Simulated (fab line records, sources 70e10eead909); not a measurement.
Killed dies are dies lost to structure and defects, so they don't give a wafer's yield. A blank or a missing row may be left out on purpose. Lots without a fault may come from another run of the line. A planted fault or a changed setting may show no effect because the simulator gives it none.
Which tool did it? | flow nand_harc | 23 lots, 69 wafers sampled, at 6 steps of a route of 1302

WHAT THE GAUGES READ, wafer by wafer
The record holds no reading of a measuring or inspecting step that can be judged against a usual standard deviation.

WHICH TOOL RAN EACH LOT (tool, then ch and the chambers of the sampled wafers, then the start)
lot  | NHARC_P_GATE_HM_OPEN_105                      | NHARC_P_GATE_STRIP_113               | NHARC_P_GATE_STRIP_95                | NHARC_P_CONTACT_ETCH_35            | NHARC_P_M0_DEGAS_28          | NHARC_P_M0_CMP_23
L074 | rie_diel-06 ch 0,2,3, day 6 07:24 or earlier  | plasma_asher-01 ch 0,1, day 6 07:24  | plasma_asher-01 ch 0,1, day 6 08:07  | rie_diel-09 ch 0,2,3, day 6 11:49  | pvd_sputter-02, day 6 16:52  | cmp-01 ch 1,2,3, day 6 17:57
L076 | rie_diel-06 ch 0,3, day 6 12:03 or earlier    | plasma_asher-01 ch 1, day 6 12:03    | plasma_asher-01 ch 1, day 6 12:40    | rie_diel-12 ch 0,3, day 6 16:26    | pvd_sputter-02, day 6 21:22  | cmp-03 ch 1,2, day 6 22:27
L077 | rie_diel-06 ch 1,2,3, day 6 17:09 or earlier  | plasma_asher-02 ch 0,1, day 6 17:09  | plasma_asher-02 ch 0,1, day 6 17:52  | rie_diel-12 ch 0,1,2, day 6 21:49  | pvd_sputter-01, day 7 03:34  | cmp-03 ch 0,1,3, day 7 04:41
L078 | rie_diel-04 ch 0,2,3, day 7 07:50 or earlier  | plasma_asher-01 ch 0,1, day 7 07:50  | plasma_asher-01 ch 0,1, day 7 08:33  | rie_diel-12 ch 0,2, day 7 12:28    | pvd_sputter-03, day 7 17:32  | cmp-01 ch 0,3, day 7 18:53
L079 | rie_diel-06 ch 0,2, day 8 02:46 or earlier    | plasma_asher-02 ch 0,1, day 8 02:46  | plasma_asher-02 ch 0,1, day 8 03:29  | rie_diel-09 ch 1,2,3, day 8 07:11  | pvd_sputter-02, day 8 12:16  | cmp-04 ch 0,1,3, day 8 13:20
L080 | rie_diel-08 ch 2,3, day 8 03:47 or earlier    | plasma_asher-02 ch 0,1, day 8 03:47  | plasma_asher-02 ch 0,1, day 8 04:17  | rie_diel-10 ch 2,3, day 8 08:01    | pvd_sputter-01, day 8 13:10  | cmp-03 ch 0,2, day 8 14:15
L081 | rie_diel-04 ch 0,1,2, day 8 21:06 or earlier  | plasma_asher-01 ch 0,1, day 8 21:06  | plasma_asher-01 ch 0,1, day 8 21:49  | rie_diel-12 ch 1,3, day 9 01:32    | pvd_sputter-02, day 9 06:41  | cmp-03 ch 1,2,3, day 9 07:47
L082 | rie_diel-04 ch 0,3, day 8 21:35 or earlier    | plasma_asher-02 ch 0,1, day 8 21:35  | plasma_asher-02 ch 0,1, day 8 22:19  | rie_diel-09 ch 1,2,3, day 9 02:03  | pvd_sputter-03, day 9 07:06  | cmp-01 ch 2,3, day 9 08:12
L083 | rie_diel-08 ch 0,1, day 9 10:05 or earlier    | plasma_asher-01 ch 0,1, day 9 10:05  | plasma_asher-01 ch 0,1, day 9 10:35  | rie_diel-09 ch 0,2, day 9 14:16    | pvd_sputter-01, day 9 19:18  | cmp-03 ch 1,2,3, day 9 20:24
L084 | rie_diel-08 ch 2,3, day 10 01:27 or earlier   | plasma_asher-02 ch 0,1, day 10 01:27 | plasma_asher-02 ch 0,1, day 10 01:57 | rie_diel-09 ch 1,3, day 10 05:32   | pvd_sputter-03, day 10 10:37 | cmp-01 ch 1,3, day 10 11:41
L085 | rie_diel-06 ch 0,1, day 10 08:27 or earlier   | plasma_asher-01 ch 0,1, day 10 08:27 | plasma_asher-01 ch 0,1, day 10 08:57 | rie_diel-09 ch 1,2, day 10 12:40   | pvd_sputter-03, day 10 17:55 | cmp-03 ch 2,3, day 10 19:02
L086 | rie_diel-04 ch 0,1,2, day 10 15:16 or earlier | plasma_asher-02 ch 0,1, day 10 15:16 | plasma_asher-02 ch 0,1, day 10 15:52 | rie_diel-10 ch 1,3, day 10 19:35   | pvd_sputter-03, day 11 00:37 | cmp-04 ch 0,1, day 11 01:43
L089 | rie_diel-06 ch 1,2,3, day 11 15:12 or earlier | plasma_asher-01 ch 0,1, day 11 15:12 | plasma_asher-01 ch 0,1, day 11 15:55 | rie_diel-10 ch 1,2,3, day 11 19:43 | pvd_sputter-01, day 12 01:14 | cmp-04 ch 0,2,3, day 12 02:20
L087 | rie_diel-04 ch 0,2,3, day 11 16:14 or earlier | plasma_asher-01 ch 0,1, day 11 16:14 | plasma_asher-01 ch 0,1, day 11 16:50 | rie_diel-09 ch 1,3, day 11 20:44   | pvd_sputter-03, day 12 01:54 | cmp-01 ch 1,2,3, day 12 03:03
L088 | rie_diel-06 ch 1,2, day 11 17:10 or earlier   | plasma_asher-01 ch 0,1, day 11 17:10 | plasma_asher-01 ch 0,1, day 11 17:53 | rie_diel-12 ch 0,2, day 11 21:46   | pvd_sputter-01, day 12 02:50 | cmp-04 ch 0,2,3, day 12 04:02
L090 | rie_diel-08 ch 0,1,2, day 12 12:38 or earlier | plasma_asher-01 ch 0,1, day 12 12:38 | plasma_asher-01 ch 0,1, day 12 13:22 | rie_diel-12 ch 1,2,3, day 12 17:06 | pvd_sputter-01, day 12 22:12 | cmp-04 ch 0,2,3, day 12 23:17
L091 | rie_diel-08 ch 0,1,2, day 12 16:01 or earlier | plasma_asher-01 ch 0,1, day 12 16:01 | plasma_asher-01 ch 0,1, day 12 16:37 | rie_diel-09 ch 0,2, day 12 20:16   | pvd_sputter-03, day 13 01:08 | cmp-04 ch 0,1,3, day 13 02:17
L092 | rie_diel-04 ch 0,2, day 13 04:25 or earlier   | plasma_asher-02 ch 0,1, day 13 04:25 | plasma_asher-02 ch 0,1, day 13 05:08 | rie_diel-09 ch 0,1,2, day 13 08:50 | pvd_sputter-01, day 13 13:50 | cmp-03 ch 0,1,3, day 13 14:58
L093 | rie_diel-06 ch 0,2,3, day 13 14:43 or earlier | plasma_asher-02 ch 0,1, day 13 14:43 | plasma_asher-02 ch 0,1, day 13 15:26 | rie_diel-09 ch 0,1,2, day 13 19:09 | pvd_sputter-02, day 14 00:09 | cmp-03 ch 0,1,2, day 14 01:16
L095 | rie_diel-08 ch 0,1,2, day 14 01:47 or earlier | plasma_asher-02 ch 0,1, day 14 01:47 | plasma_asher-02 ch 0,1, day 14 02:23 | rie_diel-10 ch 0,1, day 14 06:05   | pvd_sputter-01, day 14 11:04 | cmp-01 ch 1,2, day 14 12:11
L094 | rie_diel-04 ch 0,1,2, day 14 02:13 or earlier | plasma_asher-01 ch 0,1, day 14 02:13 | plasma_asher-01 ch 0,1, day 14 02:56 | rie_diel-12 ch 0,2,3, day 14 06:42 | pvd_sputter-03, day 14 11:42 | cmp-04 ch 0,1,3, day 14 12:49
L096 | rie_diel-08 ch 1,2,3, day 14 13:47 or earlier | plasma_asher-01 ch 0,1, day 14 13:47 | plasma_asher-01 ch 0,1, day 14 14:24 | rie_diel-09 ch 0,1,2, day 14 18:08 | pvd_sputter-01, day 14 23:08 | cmp-01 ch 1,2, day 15 00:14
L097 | rie_diel-06 ch 0,1, day 15 03:53 or earlier   | plasma_asher-01 ch 0,1, day 15 03:53 | plasma_asher-01 ch 0,1, day 15 04:35 | rie_diel-09 ch 0,1,2, day 15 08:18 | pvd_sputter-01, day 15 13:50 | cmp-04 ch 1,2,3, day 15 14:54
- NHARC_P_GATE_HM_OPEN_105: chemistry O2/COS, target depth 360 nm.
- NHARC_P_GATE_STRIP_113: strips in N2/H2, time 740 s.
- NHARC_P_GATE_STRIP_95: strips in O2.
- NHARC_P_CONTACT_ETCH_35: etches the open film in CF4, target depth 39 nm, time 65 s.
- NHARC_P_M0_DEGAS_28: time 60 s.
- NHARC_P_M0_CMP_23: polishes, t overpolish 20 s, target thk 117.54 nm.

WHAT THE TOOLS THEMSELVES READ (means of the sampled wafers that have a number; where no wafer has one, the mark that the record gives instead)
NHARC_P_GATE_HM_OPEN_105.
lot  | tool        | bias_w (W) | chamber_pressure_mTorr (mTorr) | drypump_motor_current_A (A) | oes_product_au (a.u.) | rf_fwd_power_W (W) | rf_vpp_V (V) | showerhead_plenum_p_Torr (Torr) | throttle_valve_pct (%)
L074 | rie_diel-06 | 300.5      | 20.025                         | 5.5                         | 0.996                 | 497.1              | 468.8        | 3.17                            | 28.331
L076 | rie_diel-06 | 299.6      | 19.980                         | 5.2                         | 0.995                 | 497.3              | 467.0        | 3.12                            | 28.325
L077 | rie_diel-06 | 300.3      | 19.994                         | 5.9                         | 1.004                 | 498.5              | 468.3        | 3.21                            | 28.334
L078 | rie_diel-04 | 299.4      | 20.006                         | 5.6                         | 0.999                 | 495.1              | 467.3        | 3.15                            | 28.329
L079 | rie_diel-06 | 299.2      | 19.994                         | 5.1                         | 1.002                 | 499.9              | 467.2        | 3.11                            | 28.329
L080 | rie_diel-08 | 300.7      | 19.972                         | 5.7                         | 1.003                 | 499.5              | 464.9        | 3.04                            | 28.337
L081 | rie_diel-04 | 300.1      | 19.981                         | 5.9                         | 0.999                 | 498.7              | 466.7        | 3.09                            | 28.336
L082 | rie_diel-04 | 300.5      | 20.003                         | 5.4                         | 0.989                 | 497.4              | 468.5        | 3.16                            | 28.326
L083 | rie_diel-08 | 300.4      | 20.020                         | 5.6                         | 0.997                 | 496.2              | 466.6        | 3.12                            | 28.321
L084 | rie_diel-08 | 299.5      | 20.013                         | 5.7                         | 0.997                 | 498.3              | 465.2        | 3.04                            | 28.325
L085 | rie_diel-06 | 300.2      | 20.008                         | 5.2                         | 1.001                 | 497.9              | 466.4        | 3.10                            | 28.330
L086 | rie_diel-04 | 299.5      | 19.998                         | 5.9                         | 0.990                 | 499.4              | 467.1        | 3.09                            | 28.337
L089 | rie_diel-06 | 299.5      | 20.015                         | 6.0                         | 0.999                 | 497.4              | 469.0        | 3.20                            | 28.333
L087 | rie_diel-04 | 300.2      | 19.993                         | 5.5                         | 0.998                 | 497.8              | 467.6        | 3.15                            | 28.333
L088 | rie_diel-06 | 299.6      | 19.996                         | 5.9                         | 0.999                 | 497.8              | 468.6        | 3.19                            | 28.330
L090 | rie_diel-08 | 300.3      | 19.993                         | 5.6                         | 1.001                 | 498.2              | 466.6        | 3.11                            | 28.336
L091 | rie_diel-08 | 300.0      | 20.003                         | 5.6                         | 1.007                 | 496.3              | 467.6        | 3.10                            | 28.325
L092 | rie_diel-04 | 300.1      | 19.990                         | 5.7                         | 0.997                 | 498.1              | 465.7        | 3.06                            | 28.331
L093 | rie_diel-06 | 300.0      | 20.008                         | 5.5                         | 1.003                 | 499.4              | 468.0        | 3.16                            | 28.329
L095 | rie_diel-08 | 299.7      | 19.987                         | 5.6                         | 0.997                 | 497.7              | 466.0        | 3.10                            | 28.335
L094 | rie_diel-04 | 299.6      | 20.005                         | 5.9                         | 0.994                 | 498.3              | 465.4        | 3.09                            | 28.329
L096 | rie_diel-08 | 299.5      | 20.001                         | 5.7                         | 0.998                 | 497.7              | 465.2        | 3.05                            | 28.332
L097 | rie_diel-06 | 300.6      | 20.010                         | 5.1                         | 0.994                 | 498.5              | 466.3        | 3.09                            | 28.335

NHARC_P_GATE_STRIP_113.
lot  | tool            | drypump_motor_current_A (A) | heater_power_w (W)
L074 | plasma_asher-01 | 5.85                        | 96
L076 | plasma_asher-01 | 5.88                        | 96
L077 | plasma_asher-02 | 6.29                        | 87
L078 | plasma_asher-01 | 5.86                        | 97
L079 | plasma_asher-02 | 6.16                        | 90
L080 | plasma_asher-02 | 6.18                        | 91
L081 | plasma_asher-01 | 5.87                        | 98
L082 | plasma_asher-02 | 6.18                        | 89
L083 | plasma_asher-01 | 5.86                        | 97
L084 | plasma_asher-02 | 6.16                        | 89
L085 | plasma_asher-01 | 5.84                        | 97
L086 | plasma_asher-02 | 6.18                        | 90
L089 | plasma_asher-01 | 5.86                        | 97
L087 | plasma_asher-01 | 5.85                        | 97
L088 | plasma_asher-01 | 5.86                        | 99
L090 | plasma_asher-01 | 5.85                        | 97
L091 | plasma_asher-01 | 5.87                        | 98
L092 | plasma_asher-02 | 6.19                        | 87
L093 | plasma_asher-02 | 6.18                        | 87
L095 | plasma_asher-02 | 6.29                        | 86
L094 | plasma_asher-01 | 5.84                        | 96
L096 | plasma_asher-01 | 5.85                        | 96
L097 | plasma_asher-01 | 5.84                        | 96

NHARC_P_GATE_STRIP_95.
lot  | tool            | drypump_motor_current_A (A) | heater_power_w (W)
L074 | plasma_asher-01 | 5.85                        | 368
L076 | plasma_asher-01 | 5.86                        | 353
L077 | plasma_asher-02 | 6.28                        | 326
L078 | plasma_asher-01 | 5.86                        | 360
L079 | plasma_asher-02 | 6.19                        | 338
L080 | plasma_asher-02 | 6.16                        | 337
L081 | plasma_asher-01 | 5.84                        | 367
L082 | plasma_asher-02 | 6.18                        | 330
L083 | plasma_asher-01 | 5.85                        | 360
L084 | plasma_asher-02 | 6.17                        | 336
L085 | plasma_asher-01 | 5.86                        | 369
L086 | plasma_asher-02 | 6.18                        | 335
L089 | plasma_asher-01 | 5.85                        | 368
L087 | plasma_asher-01 | 5.85                        | 366
L088 | plasma_asher-01 | 5.87                        | 364
L090 | plasma_asher-01 | 5.84                        | 360
L091 | plasma_asher-01 | 5.85                        | 362
L092 | plasma_asher-02 | 6.20                        | 326
L093 | plasma_asher-02 | 6.17                        | 328
L095 | plasma_asher-02 | 6.27                        | 320
L094 | plasma_asher-01 | 5.86                        | 361
L096 | plasma_asher-01 | 5.84                        | 357
L097 | plasma_asher-01 | 5.85                        | 359

NHARC_P_CONTACT_ETCH_35.
lot  | tool        | bias_w (W) | chamber_pressure_mTorr (mTorr) | drypump_motor_current_A (A) | oes_product_au (a.u.) | rf_fwd_power_W (W) | rf_vpp_V (V) | showerhead_plenum_p_Torr (Torr) | throttle_valve_pct (%)
L074 | rie_diel-09 | 100.0      | 50.00                          | 6.3                         | 1.006                 | 298.2              | 151.6        | 1.81                            | 13.283
L076 | rie_diel-12 | 100.1      | 49.96                          | 6.0                         | 1.003                 | 297.7              | 150.2        | 1.70                            | 13.269
L077 | rie_diel-12 | 99.9       | 49.99                          | 6.0                         | 1.000                 | 297.7              | 151.2        | 1.80                            | 13.286
L078 | rie_diel-12 | 100.2      | 49.98                          | 5.8                         | 1.004                 | 298.2              | 152.8        | 1.81                            | 13.288
L079 | rie_diel-09 | 100.1      | 49.95                          | 6.3                         | 1.000                 | 297.8              | 151.8        | 1.84                            | 13.273
L080 | rie_diel-10 | 99.8       | 50.04                          | 4.9                         | 0.998                 | 297.9              | 150.6        | 1.68                            | 13.284
L081 | rie_diel-12 | 99.7       | 50.01                          | 6.0                         | 0.995                 | 296.7              | 151.3        | 1.76                            | 13.289
L082 | rie_diel-09 | 100.1      | 50.04                          | 6.3                         | 1.001                 | 296.1              | 152.0        | 1.84                            | 13.284
L083 | rie_diel-09 | 99.9       | 50.00                          | 6.4                         | 1.009                 | 297.9              | 151.9        | 1.81                            | 13.288
L084 | rie_diel-09 | 99.9       | 49.98                          | 6.1                         | 1.002                 | 296.5              | 151.4        | 1.80                            | 13.288
L085 | rie_diel-09 | 99.9       | 49.98                          | 6.3                         | 1.002                 | 296.0              | 153.4        | 1.88                            | 13.284
L086 | rie_diel-10 | 100.3      | 50.02                          | 5.5                         | 1.005                 | 297.5              | 150.0        | 1.73                            | 13.282
L089 | rie_diel-10 | 99.8       | 50.03                          | 5.3                         | 1.003                 | 298.3              | 150.8        | 1.71                            | 13.274
L087 | rie_diel-09 | 100.0      | 50.01                          | 6.1                         | 1.001                 | 297.8              | 152.3        | 1.80                            | 13.278
L088 | rie_diel-12 | 100.1      | 49.99                          | 5.9                         | 0.988                 | 298.0              | 151.3        | 1.81                            | 13.290
L090 | rie_diel-12 | 100.3      | 49.99                          | 5.9                         | 0.999                 | 297.1              | 151.6        | 1.81                            | 13.284
L091 | rie_diel-09 | 100.1      | 49.98                          | 6.4                         | 0.996                 | 297.9              | 151.7        | 1.81                            | 13.281
L092 | rie_diel-09 | 100.3      | 49.98                          | 6.4                         | 1.001                 | 298.3              | 151.8        | 1.85                            | 13.282
L093 | rie_diel-09 | 99.7       | 50.03                          | 6.4                         | 1.005                 | 298.2              | 152.5        | 1.85                            | 13.288
L095 | rie_diel-10 | 99.9       | 49.98                          | 6.1                         | 1.006                 | 296.6              | 150.7        | 1.82                            | 13.287
L094 | rie_diel-12 | 100.0      | 50.02                          | 5.9                         | 1.003                 | 297.2              | 149.9        | 1.76                            | 13.292
L096 | rie_diel-09 | 100.2      | 50.00                          | 6.4                         | 1.008                 | 297.8              | 151.5        | 1.85                            | 13.282
L097 | rie_diel-09 | 99.8       | 50.03                          | 6.4                         | 1.006                 | 297.3              | 152.0        | 1.85                            | 13.277

NHARC_P_M0_DEGAS_28.
lot  | tool           | heater_power_w (W)
L074 | pvd_sputter-02 | 314
L076 | pvd_sputter-02 | 320
L077 | pvd_sputter-01 | 319
L078 | pvd_sputter-03 | 321
L079 | pvd_sputter-02 | 298
L080 | pvd_sputter-01 | 320
L081 | pvd_sputter-02 | 315
L082 | pvd_sputter-03 | 322
L083 | pvd_sputter-01 | 350
L084 | pvd_sputter-03 | 319
L085 | pvd_sputter-03 | 331
L086 | pvd_sputter-03 | 318
L089 | pvd_sputter-01 | 350
L087 | pvd_sputter-03 | 313
L088 | pvd_sputter-01 | 341
L090 | pvd_sputter-01 | 330
L091 | pvd_sputter-03 | 316
L092 | pvd_sputter-01 | 330
L093 | pvd_sputter-02 | 327
L095 | pvd_sputter-01 | 363
L094 | pvd_sputter-03 | 314
L096 | pvd_sputter-01 | 339
L097 | pvd_sputter-01 | 354

NHARC_P_M0_CMP_23.
lot  | tool   | motor_current_A (A) | time_to_endpoint_s (s)
L074 | cmp-01 | 10.2                | 26.9
L076 | cmp-03 | 11.7                | 28.3
L077 | cmp-03 | 11.6                | 30.7
L078 | cmp-01 | 10.6                | 29.4
L079 | cmp-04 | 10.6                | 28.6
L080 | cmp-03 | 10.3                | 26.6
L081 | cmp-03 | 11.0                | 30.4
L082 | cmp-01 | 10.5                | 30.8
L083 | cmp-03 | 11.2                | 26.4
L084 | cmp-01 | 10.8                | 30.1
L085 | cmp-03 | 10.4                | 29.4
L086 | cmp-04 | 9.4                 | 33.4
L089 | cmp-04 | 11.1                | 29.9
L087 | cmp-01 | 10.6                | 29.4
L088 | cmp-04 | 11.1                | 29.5
L090 | cmp-04 | 11.1                | 31.4
L091 | cmp-04 | 10.1                | 29.7
L092 | cmp-03 | 11.5                | 27.6
L093 | cmp-03 | 11.2                | 29.0
L095 | cmp-01 | 10.2                | 27.9
L094 | cmp-04 | 10.4                | 29.2
L096 | cmp-01 | 10.5                | 26.4
L097 | cmp-04 | 11.0                | 28.0

THE ANSWER, worked out from the rows above alone
Rule: what is usual is taken from the lots themselves. Put in order of their means at a reading, lots are off if they are a third of the lots or fewer, leave a main group of 4 or more, and stand apart from it by a gap of 3 or more times the standard deviation of the main group's means; of several such gaps the widest counts. A main group whose means are all the same, to the digits that the tables above print for the reading, isn't used. A lot without any number at a reading at which 4 lots or more have one is off too. The other lots that the step has rows for count as sound. The gauges are gone through in route order, then the tools' own readings, and for those a lot's mean is taken as printed above. The first step at which some lot is off is used, and at that step the reading that is off furthest; a lot without a number counts as furthest.
No lot is off at any reading shown: from this, nothing can be told.

WHAT THE SIMULATOR HAD PUT IN
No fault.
